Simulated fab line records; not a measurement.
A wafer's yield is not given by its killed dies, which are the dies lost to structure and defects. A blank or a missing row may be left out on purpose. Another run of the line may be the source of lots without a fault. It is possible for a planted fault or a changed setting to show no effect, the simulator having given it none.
8D (eight disciplines) problem report, filled in by code | flow nandHarc | the parts of the form that need people (team, actions taken, sign-off) are left out

1. WHAT IS WRONG
At NHARC_A_ONON_D1_THK_MEAS_24, thkNm averages 1693 nm over 6 wafers from 2 lots, while fault-free wafers read 1001 nm, standard deviation 9.6. Measured from the usual mean, that is +72 standard deviations.
The step: measures by ellipsometry.
Seen first at day 12 08:07 on filmMetro-02, wafer L505.2. At this step, 39 wafers from 13 lots have a number in the record. Rule for "out", or "out of limits": more than 4 standard deviations from the usual mean. The other wafers with a number count as sound.

2. WHAT IT IS AND WHAT IT IS NOT
question                    | is                         | is not
which readings at this step | thkNm                      | -
which lots                  | L505, L506                 | L489, L490, L494, L495, L496, L497, L502, L507, L508, L509, L511
which wafers of those lots  | all that have a number     | -
read on which gauges        | filmMetro-01, filmMetro-02 | -
when                        | from day 12 08:07          | up to then (21 sound wafers); but 12 sound wafers of L507, L508, L509, L511 came after

3. WHAT RULES OUT EACH SUSPECT
Counting: any tool at a process step up to the reading is kept as a suspect provided that every lot that is out went through it and no sound lot did after the first of them.
- the gauge at NHARC_A_ONON_D1_THK_MEAS_24 has been ruled out. 2 gauges (filmMetro-01, filmMetro-02) read the wafers that are out.
- rieSi-06 at NHARC_A_ZERO_WELL_ETCH_13 (etches the open film in HBr/Cl2, target depth 120 nm, time 40.1 s): ruled out as a lasting fault. The sound lots L507 went through it after L505, its earliest lot that is out (day 10 19:47).
- pecvdOnon-04 at NHARC_A_ONON_D1_DEP_22 (target thk 1000 nm): kept. Every lot that is out went through it, starting with L505 (day 12 07:40), and after that it ran no sound lot; the last sound lot it ran before then is L502 (day 11 19:14).
Remaining after the count: pecvdOnon-04 at NHARC_A_ONON_D1_DEP_22.

4. THE CAUSE (what the simulator had put in)
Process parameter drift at NHARC_A_ONON_D1_DEP_22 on pecvdOnon-04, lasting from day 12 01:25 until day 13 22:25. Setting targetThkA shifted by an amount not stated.
This tool alone remained once counting was done.

5. SEQUENCE OF EFFECTS, ordered by route
Each row: a reading where the mean over the struck wafers with a number is more than 3 standard deviations away from the usual. Readings are gone through only where the record gives a usual standard deviation; hours: the median, over the lots, of the time from a lot's start at the first step in this table giving one to that lot's start at this step; sigmas: the change measured in usual standard deviations.
hours | step                        | reading       | usual   | on struck wafers | change | sigmas
0     | NHARC_A_ONON_D1_THK_MEAS_24 | thkNm         | 1001 nm | 1693             | +692   | +72
288   | NHARC_END_SORT_01           | killedAtArray | 25      | 671              | +646   | +70
288   | NHARC_END_SORT_01           | killedDies    | 29      | 677              | +648   | +68

6. WHAT WOULD HAVE CAUGHT IT SOONER
The first out-of-limits reading at a measuring or inspecting step in this record came at day 12 08:07, 7 hours after the fault's start at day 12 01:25.
No tool reading at NHARC_A_ONON_D1_DEP_22 that has a usual standard deviation in the record was out on any struck wafer, so an alarm limit of 4 standard deviations on those readings would not have fired.
Lots out: 2; of these, L506 started NHARC_A_ONON_D1_DEP_22 on pecvdOnon-04 after day 12 08:07. Holding the tool at that time would have saved it.
